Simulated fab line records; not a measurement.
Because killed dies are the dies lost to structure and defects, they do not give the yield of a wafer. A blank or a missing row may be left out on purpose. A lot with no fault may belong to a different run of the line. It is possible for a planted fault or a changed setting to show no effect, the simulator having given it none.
The tool behind it: which one? :: flow nand_harc :: 7 lots, 21 wafers sampled, at 1 step of a route of 1302

WHAT EACH GAUGE READ, for each wafer
NHARC_A_ONON_D1_INSPECT_32.
lot: L767
measured: day 8 17:32
on: defect_inspect-01
raw_defect_count: 42 64 101

lot: L770
measured: day 9 21:49
on: defect_inspect-02
raw_defect_count: 86 70 50

lot: L775
measured: day 12 09:58
on: defect_inspect-02
raw_defect_count: 52 71 71

lot: L782
measured: day 15 01:16
on: defect_inspect-02
raw_defect_count: 38 74 30

lot: L785
measured: day 16 08:02
on: defect_inspect-01
raw_defect_count: 44 35 42

lot: L786
measured: day 16 19:35
on: defect_inspect-02
raw_defect_count: 55 92 62

lot: L788
measured: day 17 15:31
on: defect_inspect-02
raw_defect_count: 38 64 32

EACH LOT AND THE TOOL THAT RAN IT (in order: tool; ch and the chambers of the sampled wafers; start)
Record: no process step prior to these readings.

THE ANSWER, worked out from the rows above alone
Rule: the lots themselves supply what counts as usual. Put in order of their means at a reading, lots are off if they are a third of the lots or fewer, leave a main group of 4 or more, and stand apart from it by a gap of 3 or more times the standard deviation of the main group's means; of several such gaps the widest counts. Not used: any main group whose means are identical at the precision the tables above print for the reading. Also off: a lot with no number at a reading for which 4 or more lots have one. Where the step has rows for the other lots, those lots are counted as sound.
Across all readings shown, no lot is off: no conclusion can be drawn from this.

WHAT HAD BEEN PUT IN BY THE SIMULATOR
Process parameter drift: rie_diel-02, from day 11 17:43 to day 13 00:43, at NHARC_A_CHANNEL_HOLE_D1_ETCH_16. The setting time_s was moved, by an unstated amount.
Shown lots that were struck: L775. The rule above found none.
